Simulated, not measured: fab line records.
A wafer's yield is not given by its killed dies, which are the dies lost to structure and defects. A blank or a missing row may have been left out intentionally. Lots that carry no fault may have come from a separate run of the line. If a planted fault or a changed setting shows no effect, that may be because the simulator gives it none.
fab line records ; flow n5Finfet ; part 2 of 2: steps 17 to 27 of 27
record: lots: 5; wafers: 15; lastDay: 17
route steps=1938 shown BEOL_M6@1230
lots with no fault: from the same line, run without faults
startH: hours from the record's opening day to when the first of the lot's shown wafers began ; waitH: how many hours have passed since the lot's step before this one ; " same as the row above ; L1.1+2: a single row standing in for several wafers ; - no value present, or no start provided ; * or withheld: withheld ; < > ~ a bound
route shown NAME@n: NAME is a module with steps in the file, n the number in the route of the first one ; usual: mean/standard deviation of fault-free wafers ; same: alike in all rows ; chamber/n: place in a boat ; sites: per-site readings ; _std_site: the values' standard deviation ; _edge_site: the outer-site mean with the inner-site mean subtracted ; radiusMm: how far each site lies from the wafer's centre ; mask NAME#n: copy n ; behind: the most recent tool/chamber to have shaped the wafer ; hold: why the lot was held/for how many hours/how that ended ; device: the n, p or np transistor that did not switch ; end of line: tests of these same wafers at the route's end ; a step given without rows: its recipe and nothing more ; killed: dies that structure and defects cost at the first sort, which is not the same as the wafer's yield ; map: the dies of a wafer, with x for killed, . for not killed, _ for no die there
set.NAME: the setting as run; set.NAME@STEP: as run at that earlier step ; model.NAME: the simulator's own value behind a step, which no gauge read
lots at selected steps of the route; one table per step, one row per wafer
services: the hour from which a tool's chamber was out of use, counted from the record's first day as startH (under 0 if before that day), plus the number of hours and why
== steps ==
step: N5_BEOL_M6_SRD_43
recipe: timeS: 30; tempC: 23; rinseLiquid: diw; dry: ipaMarangoni
lot.wafer;tool;chamber;startH;waitH
L076.1+3+6;wetBench-03;5,6,1;203.18;0.0
L080.1+4+6;wetBench-04;5,4,3;226.40;0.0
L083.2+5+6;wetBench-02;0,6,7;251.71;0.0
L092.1+4+5;wetBench-03;1,7,6;298.21;0.0
L096.1+3+4;wetBench-04;0,5,7;318.87;0.0
step: N5_BEOL_M6_CD_MEAS_35
recipe: targetCdNm: 40; targetCdYNm: 28; polarity: opening
usual: cdNm: 39.9/0.45
lot.wafer;tool;chamber;startH;waitH;cdNm
L076.1;cdSem-01;-;203.22;0.0;39.9
L076.3;cdSem-01;-;203.22;0.0;39.8
L076.6;cdSem-01;-;203.22;0.0;39.0
L080.1;cdSem-03;-;226.44;0.0;40.0
L080.4;cdSem-03;-;226.44;0.0;40.1
L080.6;cdSem-03;-;226.44;0.0;40.3
L083.2;cdSem-03;-;251.76;0.0;39.8
L083.5;cdSem-03;-;251.76;0.0;40.2
L083.6;cdSem-03;-;251.76;0.0;39.9
L092.1;cdSem-03;-;298.25;0.0;40.2
L092.4;cdSem-03;-;298.25;0.0;40.5
L092.5;cdSem-03;-;298.25;0.0;40.6
L096.1;cdSem-01;-;318.91;0.0;40.8
L096.3;cdSem-01;-;318.91;0.0;40.1
L096.4;cdSem-01;-;318.91;0.0;40.2
step: N5_BEOL_M6_CURE_75
recipe: tempC: 370; timeS: 120; ambient: DMADMS/He; material: SiCOH_lowk
usual: lampPowerPct: 52.31/0.05; wafer_temp_C_max: 371.7/0.71
lot.wafer;tool;chamber;startH;waitH;lampPowerPct;wafer_temp_C_max
L076.1;uvCure-01;1;203.26;0.0;52.40;372.1
L076.3;uvCure-01;1;203.26;0.0;52.29;372.3
L076.6;uvCure-01;1;203.26;0.0;52.36;371.9
L080.1;uvCure-02;1;226.61;0.2;52.35;371.0
L080.4;uvCure-02;1;226.61;0.2;52.27;371.2
L080.6;uvCure-02;1;226.61;0.2;52.28;371.1
L083.2;uvCure-03;0;251.85;0.1;52.25;371.1
L083.5;uvCure-03;0;251.85;0.1;52.33;372.0
L083.6;uvCure-03;0;251.85;0.1;52.38;371.9
L092.1;uvCure-03;0;298.29;0.0;52.28;371.9
L092.4;uvCure-03;0;298.29;0.0;52.26;373.7
L092.5;uvCure-03;0;298.29;0.0;52.27;373.3
L096.1;uvCure-01;0;319.01;0.1;52.25;370.8
L096.3;uvCure-01;0;319.01;0.1;52.37;370.5
L096.4;uvCure-01;0;319.01;0.1;52.30;371.0
step: N5_BEOL_M6_DEGAS_44
recipe: ambient: vacuum; tempC: 250; timeS: 60
usual: heaterPowerW: 343/41
lot.wafer;tool;chamber;startH;waitH;heaterPowerW
L076.1;pvdSputter-01;-;203.59;0.3;294
L076.3;pvdSputter-01;-;203.59;0.3;300
L076.6;pvdSputter-01;-;203.59;0.3;291
L080.1;pvdSputter-02;-;227.17;0.5;389
L080.4;pvdSputter-02;-;227.17;0.5;300
L080.6;pvdSputter-02;-;227.17;0.5;332
L083.2;pvdSputter-02;-;252.14;0.2;392
L083.5;pvdSputter-02;-;252.14;0.2;302
L083.6;pvdSputter-02;-;252.14;0.2;338
L092.1;pvdSputter-02;-;298.67;0.3;383
L092.4;pvdSputter-02;-;298.67;0.3;331
L092.5;pvdSputter-02;-;298.67;0.3;311
L096.1;pvdSputter-03;-;319.61;0.6;417
L096.3;pvdSputter-03;-;319.61;0.6;341
L096.4;pvdSputter-03;-;319.61;0.6;297
step: N5_BEOL_M6_PRE_CLEAN_45
recipe: gas: H2/He; timeS: 30; tempC: 250
usual: heaterPowerW: 342/41
lot.wafer;tool;chamber;startH;waitH;heaterPowerW
L076.1;pvdSputter-01;-;203.63;0.0;289
L076.3;pvdSputter-01;-;203.63;0.0;289
L076.6;pvdSputter-01;-;203.63;0.0;296
L080.1;pvdSputter-02;-;227.21;0.0;383
L080.4;pvdSputter-02;-;227.21;0.0;304
L080.6;pvdSputter-02;-;227.21;0.0;332
L083.2;pvdSputter-02;-;252.18;0.0;382
L083.5;pvdSputter-02;-;252.18;0.0;300
L083.6;pvdSputter-02;-;252.18;0.0;341
L092.1;pvdSputter-02;-;298.71;0.0;378
L092.4;pvdSputter-02;-;298.71;0.0;345
L092.5;pvdSputter-02;-;298.71;0.0;310
L096.1;pvdSputter-03;-;319.65;0.0;422
L096.3;pvdSputter-03;-;319.65;0.0;348
L096.4;pvdSputter-03;-;319.65;0.0;288
step: N5_BEOL_M6_ALD_77
recipe: material: TaN; targetThkA: 20; tempC: 275; aldPrecursorFamily: PDMAT; aldCoReactant: NH3; pressureTorr: 3; carrierFlowSccm: 1500; pulseTimeS: 2; purgeTimeS: 3; coReactantPurgeTimeS: 2; coReactantPulseTimeS: 3; aldCycles: 40; precursorVesselTempC: 75; precursorVesselPressureTorr: 26.25; precursorVesselCarrierSccm: 1000
usual: heaterPowerW: 434/43; precursorVesselCarrierSccm: 999.9/2.6
lot.wafer;tool;chamber;startH;waitH;heaterPowerW;precursorVesselCarrierSccm;sinceWetCleanH
L076.1;aldMetal-02;0;203.71;0.1;492;998.6;2944
L076.3;aldMetal-02;3;203.71;0.1;441;998.0;2944
L076.6;aldMetal-02;1;203.71;0.1;420;1000.8;-
L080.1;aldMetal-02;3;227.29;0.1;442;998.5;2967
L080.4;aldMetal-02;2;227.29;0.1;462;1000.9;2967
L080.6;aldMetal-02;0;227.29;0.1;483;1001.4;-
L083.2;aldMetal-01;2;252.24;0.0;364;1005.2;6069
L083.5;aldMetal-01;0;252.24;0.0;459;1000.2;-
L083.6;aldMetal-01;3;252.24;0.0;454;1002.0;-
L092.1;aldMetal-01;0;298.77;0.0;466;1000.8;6116
L092.4;aldMetal-01;3;298.77;0.0;459;998.5;-
L092.5;aldMetal-01;2;298.77;0.0;359;1002.5;-
L096.1;aldMetal-04;3;319.75;0.1;410;998.2;4598
L096.3;aldMetal-04;1;319.75;0.1;464;998.3;4598
L096.4;aldMetal-04;2;319.75;0.1;484;999.1;4598
step: N5_BEOL_M6_SURFACE_TREAT_79
recipe: gas: Ar; timeS: *; ionEnergyEv: *; ionCurrentMaCm2: 0.5; pressureMtorr: *; arFlowSccm: 30
usual: pressureMtorr: *; throttleValvePct: *
lot.wafer;tool;chamber;startH;waitH;pressureMtorr;throttleValvePct
L076.1;pvdSputter-01;-;204.03;0.2;*;*
L076.3;pvdSputter-01;-;204.03;0.2;*;*
L076.6;pvdSputter-01;-;204.03;0.2;*;*
L080.1;pvdSputter-02;-;227.85;0.4;*;*
L080.4;pvdSputter-02;-;227.85;0.4;*;*
L080.6;pvdSputter-02;-;227.85;0.4;*;*
L083.2;pvdSputter-01;-;252.78;0.4;*;*
L083.5;pvdSputter-01;-;252.78;0.4;*;*
L083.6;pvdSputter-01;-;252.78;0.4;*;*
L092.1;pvdSputter-02;-;299.07;0.2;*;*
L092.4;pvdSputter-02;-;299.07;0.2;*;*
L092.5;pvdSputter-02;-;299.07;0.2;*;*
L096.1;pvdSputter-01;-;320.15;0.3;*;*
L096.3;pvdSputter-01;-;320.15;0.3;*;*
L096.4;pvdSputter-01;-;320.15;0.3;*;*
step: N5_BEOL_M6_CVD_78
recipe: material: Co; targetThkA: 20; tempC: withheld; precursor: CCTBA/H2; pressureTorr: 30; timeS: 142.3
lot.wafer;tool;chamber;startH;waitH;sinceWetCleanH
L076.1;cvdCo-01;0;204.32;0.3;746
L076.3;cvdCo-01;2;204.32;0.3;286
L076.6;cvdCo-01;2;204.32;0.3;-
L080.1;cvdCo-01;2;228.22;0.3;310
L080.4;cvdCo-01;0;228.22;0.3;-
L080.6;cvdCo-01;1;228.22;0.3;-
L083.2;cvdCo-02;0;252.90;0.1;1013
L083.5;cvdCo-02;0;252.90;0.1;-
L083.6;cvdCo-02;2;252.90;0.1;-
L092.1;cvdCo-01;2;299.16;0.1;381
L092.4;cvdCo-01;2;299.16;0.1;-
L092.5;cvdCo-01;1;299.16;0.1;-
L096.1;cvdCo-02;2;320.37;0.2;621
L096.3;cvdCo-02;0;320.37;0.2;1080
L096.4;cvdCo-02;1;320.37;0.2;-
step: N5_BEOL_M6_SPUTTER_48
recipe: material: Cu; targetThkA: 100; tempC: -20; biasV: 60; powerW: 26000; chamberPressurePa: 0.13; timeS: 1.667
usual: throttleValvePct: 30.3/0.71
lot.wafer;tool;chamber;startH;waitH;throttleValvePct
L076.1;pvdSputter-03;-;205.22;0.8;31.2
L076.3;pvdSputter-03;-;205.22;0.8;30.7
L076.6;pvdSputter-03;-;205.22;0.8;30.2
L080.1;pvdSputter-02;-;228.33;0.1;30.5
L080.4;pvdSputter-02;-;228.33;0.1;29.8
L080.6;pvdSputter-02;-;228.33;0.1;30.7
L083.2;pvdSputter-02;-;253.02;0.1;30.8
L083.5;pvdSputter-02;-;253.02;0.1;29.9
L083.6;pvdSputter-02;-;253.02;0.1;30.5
L092.1;pvdSputter-02;-;299.51;0.3;31.0
L092.4;pvdSputter-02;-;299.51;0.3;30.6
L092.5;pvdSputter-02;-;299.51;0.3;29.5
L096.1;pvdSputter-03;-;320.53;0.1;31.6
L096.3;pvdSputter-03;-;320.53;0.1;31.1
L096.4;pvdSputter-03;-;320.53;0.1;31.3
step: N5_BEOL_M6_ECD_50
recipe: material: Cu; targetThkA: 3000
lot.wafer;tool;chamber;startH;waitH
L076.1+3+6;ecdCu-02;0;205.33;0.1
L080.1+4+6;ecdCu-01;0,1,0;228.47;0.1
L083.2+5+6;ecdCu-01;0,0,1;253.13;0.1
L092.1+4+5;ecdCu-02;1,0,1;299.69;0.1
L096.1+3+4;ecdCu-02;1,0,1;320.65;0.1
step: N5_BEOL_M6_ANNEAL_51
recipe: tempC: 225; timeS: 90; ambient: N2
usual: annealTempC: 224.98/0.16; wafer_temp_C_max: 225.9/0.32
lot.wafer;tool;chamber;startH;waitH;annealTempC;wafer_temp_C_max
L076.1;rtpAnneal-02;0;205.43;0.1;225.34;226.1
L076.3;rtpAnneal-02;0;205.43;0.1;225.17;226.3
L076.6;rtpAnneal-02;0;205.43;0.1;224.81;226.2
L080.1;rtpAnneal-01;0;229.84;1.4;224.93;226.0
L080.4;rtpAnneal-01;0;229.84;1.4;225.07;225.6
L080.6;rtpAnneal-01;0;229.84;1.4;225.02;225.7
L083.2;rtpAnneal-02;0;254.09;0.9;224.77;226.0
L083.5;rtpAnneal-02;0;254.09;0.9;224.73;226.4
L083.6;rtpAnneal-02;0;254.09;0.9;224.84;226.2
L092.1;rtpAnneal-02;0;300.11;0.4;224.98;226.1
L092.4;rtpAnneal-02;0;300.11;0.4;225.28;226.0
L092.5;rtpAnneal-02;0;300.11;0.4;225.13;226.0
L096.1;rtpAnneal-01;0;321.78;1.1;225.16;225.7
L096.3;rtpAnneal-01;0;321.78;1.1;224.95;226.0
L096.4;rtpAnneal-01;0;321.78;1.1;224.91;225.4
== services ==
tool;chamber;startH;hours;kind
ecdCu-01;-;179.56;4.6;repair
uvCure-03;-;206.51;2.9;repair
uvCure-02;-;212.54;11.7;repair
wetBench-03;-;215.57;4.4;pm
rtpAnneal-01;-;217.81;1.1;pm
ecdCu-02;-;218.92;0.9;repair
uvCure-03;-;223.53;5.0;pm
wetBench-03;-;224.94;1.7;repair
ecdCu-01;-;225.48;2.3;repair
rieDiel-01;0;225.59;5.0;repair
cvdCo-01;2;245.84;12.5;repair
rieDiel-01;1;246.01;6.7;repair
cvdCo-01;-;262.09;4.3;pm
aldMetal-04;2;274.46;2.0;repair
aldMetal-01;2;287.84;8.7;repair
wetBench-02;-;287.94;8.9;repair
rieDiel-01;1;300.08;2.1;repair
rieDiel-03;-;306.71;2.8;pm
rieDiel-03;2;315.09;11.2;repair
aldMetal-02;-;318.76;0.6;repair
